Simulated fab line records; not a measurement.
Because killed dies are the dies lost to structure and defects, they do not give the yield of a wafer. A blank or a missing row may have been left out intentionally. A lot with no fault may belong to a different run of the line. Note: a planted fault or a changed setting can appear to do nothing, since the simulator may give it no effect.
Which of the tools did it? :: flow nand_harc :: Sampling: 13 lots, 39 wafers, 5 of 1302 route steps

WHAT EACH GAUGE READ, for each wafer
NHARC_A_SGD_CUT_INSPECT_11.
lot: L987
measured: day 19 12:49
on: defect_inspect-02
raw_defect_count: 54 72 67

lot: L988
measured: day 19 15:38
on: defect_inspect-02
raw_defect_count: 57 49 53

lot: L994
measured: day 23 13:23
on: defect_inspect-01
raw_defect_count: 27 25 31

lot: L997
measured: day 23 23:26
on: defect_inspect-01
raw_defect_count: 56 80 59

lot: L999
measured: day 24 10:52
on: defect_inspect-01
raw_defect_count: 91 76 82

lot: L101
measured: day 25 15:37
on: defect_inspect-02
raw_defect_count: 34 43 34

lot: L102
measured: day 26 02:41
on: defect_inspect-01
raw_defect_count: 67 68 53

lot: L105
measured: day 26 20:10
on: defect_inspect-02
raw_defect_count: 15 16 19

lot: L106
measured: day 27 04:13
on: defect_inspect-01
raw_defect_count: 21 30 23

lot: L107
measured: day 27 23:31
on: defect_inspect-02
raw_defect_count: 66 50 63

lot: L108
measured: day 27 23:43
on: defect_inspect-02
raw_defect_count: 12 5 6

lot: L110
measured: day 28 14:06
on: defect_inspect-01
raw_defect_count: 20 27 15

lot: L109
measured: day 28 14:20
on: defect_inspect-02
raw_defect_count: 56 51 50

NHARC_END_SORT_01.
lot: L106
measured: day 32 11:45
on: prober-02
killed_at_array: 32 37 37
killed_at_other: 2 1 0
killed_at_periphery: 2 5 2
killed_dies: 36 43 39
killed_open: 4 3 2
killed_short: 3 2 4

WHAT TOOL EACH LOT RAN ON (gives the tool, then ch and the chambers of the sampled wafers, and finally the start)
lot: L987
NHARC_A_STAIRCASE_CMP_450: cmp-02 ch 0,2,3, day 19 09:57
NHARC_A_STAIRCASE_CMP_472: cmp-04 ch 1,2, day 19 11:29
NHARC_A_SGD_CUT_SOFTBAKE_04: litho_track-01 ch 0, day 19 12:00

lot: L988
NHARC_A_STAIRCASE_CMP_450: cmp-04 ch 0,2,3, day 19 12:53
NHARC_A_STAIRCASE_CMP_472: cmp-04 ch 0,1, day 19 14:22
NHARC_A_SGD_CUT_SOFTBAKE_04: litho_track-06 ch 0, day 19 15:00

lot: L994
NHARC_A_STAIRCASE_CMP_450: cmp-01 ch 2,3, day 23 10:32
NHARC_A_STAIRCASE_CMP_472: cmp-04 ch 1,2, day 23 12:08
NHARC_A_SGD_CUT_SOFTBAKE_04: litho_track-01 ch 0, day 23 12:00

lot: L997
NHARC_A_STAIRCASE_CMP_450: cmp-04 ch 0,1,3, day 23 20:41
NHARC_A_STAIRCASE_CMP_472: cmp-01 ch 0,1, day 23 22:11
NHARC_A_SGD_CUT_SOFTBAKE_04: litho_track-04 ch 0, day 23 22:00

lot: L999
NHARC_A_STAIRCASE_CMP_450: cmp-02 ch 1,2, day 24 08:09
NHARC_A_STAIRCASE_CMP_472: cmp-02 ch 0,2, day 24 09:37
NHARC_A_SGD_CUT_SOFTBAKE_04: litho_track-04 ch 0, day 24 10:00

lot: L101
NHARC_A_STAIRCASE_CMP_450: cmp-04 ch 0,1,2, day 25 13:02
NHARC_A_STAIRCASE_CMP_472: cmp-01 ch 1,2,3, day 25 14:32
NHARC_A_SGD_CUT_SOFTBAKE_04: litho_track-01 ch 0, day 25 15:00

lot: L102
NHARC_A_STAIRCASE_CMP_450: cmp-01 ch 2,3, day 25 23:59
NHARC_A_STAIRCASE_CMP_472: cmp-04 ch 0,2, day 26 01:28
NHARC_A_SGD_CUT_SOFTBAKE_04: litho_track-06 ch 0, day 26 02:00

lot: L105
NHARC_A_STAIRCASE_CMP_450: cmp-02 ch 0,1,2, day 26 17:28
NHARC_A_STAIRCASE_CMP_472: cmp-04 ch 1,2,3, day 26 18:56
NHARC_A_SGD_CUT_SOFTBAKE_04: litho_track-06 ch 0, day 26 19:00

lot: L106
NHARC_A_STAIRCASE_CMP_450: cmp-01 ch 0,1, day 27 01:38
NHARC_A_STAIRCASE_CMP_472: cmp-01 ch 1,2,3, day 27 03:09
NHARC_A_SGD_CUT_SOFTBAKE_04: litho_track-06 ch 0, day 27 03:00

lot: L107
NHARC_A_STAIRCASE_CMP_450: cmp-02 ch 0,3, day 27 20:43
NHARC_A_STAIRCASE_CMP_472: cmp-01 ch 1,2, day 27 22:14
NHARC_A_SGD_CUT_SOFTBAKE_04: litho_track-04 ch 0, day 27 22:00

lot: L108
NHARC_A_STAIRCASE_CMP_450: cmp-04 ch 0,3, day 27 21:00
NHARC_A_STAIRCASE_CMP_472: cmp-04 ch 0,2, day 27 22:29
NHARC_A_SGD_CUT_SOFTBAKE_04: litho_track-06 ch 0, day 27 23:00

lot: L110
NHARC_A_STAIRCASE_CMP_450: cmp-01 ch 1,2,3, day 28 11:28
NHARC_A_STAIRCASE_CMP_472: cmp-04 ch 0,2,3, day 28 12:58
NHARC_A_SGD_CUT_SOFTBAKE_04: litho_track-06 ch 0, day 28 13:00

lot: L109
NHARC_A_STAIRCASE_CMP_450: cmp-02 ch 0,1, day 28 11:44
NHARC_A_STAIRCASE_CMP_472: cmp-02 ch 0,1,2, day 28 13:13
NHARC_A_SGD_CUT_SOFTBAKE_04: litho_track-01 ch 0, day 28 13:00
- NHARC_A_STAIRCASE_CMP_450: polishes SiO2, target thk 200 nm.
- NHARC_A_STAIRCASE_CMP_472: polishes SiO2.
- NHARC_A_SGD_CUT_SOFTBAKE_04: time 55 s.

AS READ BY THE TOOLS THEMSELVES (means over the sampled wafers that have a number; for cases with no such wafer, the mark the record gives instead)
NHARC_A_STAIRCASE_CMP_450.
lot: L987
tool: cmp-02
edge_zone_pressure_frac: 0.997
motor_current_A (A): 12.2
pad_life_wafers: 20

lot: L988
tool: cmp-04
edge_zone_pressure_frac: 1.001
motor_current_A (A): 11.7
pad_life_wafers: 140

lot: L994
tool: cmp-01
edge_zone_pressure_frac: 0.997
motor_current_A (A): 11.5
pad_life_wafers: 242

lot: L997
tool: cmp-04
edge_zone_pressure_frac: 0.997
motor_current_A (A): 12.1
pad_life_wafers: 165

lot: L999
tool: cmp-02
edge_zone_pressure_frac: 0.996
motor_current_A (A): 11.6
pad_life_wafers: 104

lot: L101
tool: cmp-04
edge_zone_pressure_frac: 0.995
motor_current_A (A): 13.2
pad_life_wafers: 350

lot: L102
tool: cmp-01
edge_zone_pressure_frac: 1.002
motor_current_A (A): 12.1
pad_life_wafers: 74

lot: L105
tool: cmp-02
edge_zone_pressure_frac: 1.001
motor_current_A (A): 11.9
pad_life_wafers: 320

lot: L106
tool: cmp-01
edge_zone_pressure_frac: 1.003
motor_current_A (A): 11.1
pad_life_wafers: 168

lot: L107
tool: cmp-02
edge_zone_pressure_frac: 1.001
motor_current_A (A): 12.8
pad_life_wafers: 48

lot: L108
tool: cmp-04
edge_zone_pressure_frac: 1.005
motor_current_A (A): 11.4
pad_life_wafers: 134

lot: L110
tool: cmp-01
edge_zone_pressure_frac: 0.995
motor_current_A (A): 11.8
pad_life_wafers: 331

lot: L109
tool: cmp-02
edge_zone_pressure_frac: 1.000
motor_current_A (A): 12.2
pad_life_wafers: 122

NHARC_A_STAIRCASE_CMP_472.
lot: L987
tool: cmp-04
edge_zone_pressure_frac: 1.000
motor_current_A (A): 13.1
pad_life_wafers: 132

lot: L988
tool: cmp-04
edge_zone_pressure_frac: 0.998
motor_current_A (A): 13.2
pad_life_wafers: 152

lot: L994
tool: cmp-04
edge_zone_pressure_frac: 0.996
motor_current_A (A): 13.8
pad_life_wafers: 128

lot: L997
tool: cmp-01
edge_zone_pressure_frac: 0.999
motor_current_A (A): 11.4
pad_life_wafers: 301

lot: L999
tool: cmp-02
edge_zone_pressure_frac: 1.001
motor_current_A (A): 12.3
pad_life_wafers: 121

lot: L101
tool: cmp-01
edge_zone_pressure_frac: 0.998
motor_current_A (A): 11.8
pad_life_wafers: 50

lot: L102
tool: cmp-04
edge_zone_pressure_frac: 0.999
motor_current_A (A): 11.8
pad_life_wafers: 386

lot: L105
tool: cmp-04
edge_zone_pressure_frac: 1.000
motor_current_A (A): 12.5
pad_life_wafers: 44

lot: L106
tool: cmp-01
edge_zone_pressure_frac: 1.002
motor_current_A (A): 11.8
pad_life_wafers: 189

lot: L107
tool: cmp-01
edge_zone_pressure_frac: 1.003
motor_current_A (A): 10.9
pad_life_wafers: 264

lot: L108
tool: cmp-04
edge_zone_pressure_frac: 0.995
motor_current_A (A): 11.8
pad_life_wafers: 146

lot: L110
tool: cmp-04
edge_zone_pressure_frac: 0.998
motor_current_A (A): 11.7
pad_life_wafers: 217

lot: L109
tool: cmp-02
edge_zone_pressure_frac: 0.996
motor_current_A (A): 11.9
pad_life_wafers: 146

NHARC_A_SGD_CUT_SOFTBAKE_04.
lot: L987
tool: litho_track-01
heater_power_total_W (W): 188.47
plate_temp_C (C): 105.06

lot: L988
tool: litho_track-06
heater_power_total_W (W): 188.33
plate_temp_C (C): 105.10

lot: L994
tool: litho_track-01
heater_power_total_W (W): 188.70
plate_temp_C (C): 105.03

lot: L997
tool: litho_track-04
heater_power_total_W (W): 206.36
plate_temp_C (C): -

lot: L999
tool: litho_track-04
heater_power_total_W (W): 206.48
plate_temp_C (C): -

lot: L101
tool: litho_track-01
heater_power_total_W (W): 188.44
plate_temp_C (C): 104.93

lot: L102
tool: litho_track-06
heater_power_total_W (W): 188.66
plate_temp_C (C): 104.99

lot: L105
tool: litho_track-06
heater_power_total_W (W): 188.34
plate_temp_C (C): 104.96

lot: L106
tool: litho_track-06
heater_power_total_W (W): 188.46
plate_temp_C (C): 104.90

lot: L107
tool: litho_track-04
heater_power_total_W (W): 188.43
plate_temp_C (C): 105.03

lot: L108
tool: litho_track-06
heater_power_total_W (W): 188.48
plate_temp_C (C): 104.91

lot: L110
tool: litho_track-06
heater_power_total_W (W): 188.37
plate_temp_C (C): 105.08

lot: L109
tool: litho_track-01
heater_power_total_W (W): 188.58
plate_temp_C (C): 105.08

THE ANSWER, worked out from the rows above alone
Rule: the lots themselves supply what counts as usual. The widest of any qualifying gaps counts: lots, ordered by their means at a reading, are off when they make up no more than a third of the lots, leave a main group of 4 or more, and stand apart from it by 3 or more times the standard deviation of that group's means. Not used: any main group whose means are identical at the precision the tables above print for the reading. Also off: a lot with no number at a reading for which 4 or more lots have one. Where the step has rows for the other lots, those lots are counted as sound. The gauges are gone through in route order, then the tools' own readings, and for those a lot's mean is taken as printed above. At the first step where some lot is off, the reading lying furthest off is the one used; lots without a number count as furthest.
Off: L997, L999 (NHARC_A_SGD_CUT_SOFTBAKE_04, plate_temp_C). Without a number there: L997, L999. For the main group the mean is 105.01 C and the standard deviation 0.069.
A tool fits if, at that step or a process step before it, it ran every lot that is off, and no sound lot after the first of them. None of those tried fits.

WHAT THE SIMULATOR HAD INSERTED
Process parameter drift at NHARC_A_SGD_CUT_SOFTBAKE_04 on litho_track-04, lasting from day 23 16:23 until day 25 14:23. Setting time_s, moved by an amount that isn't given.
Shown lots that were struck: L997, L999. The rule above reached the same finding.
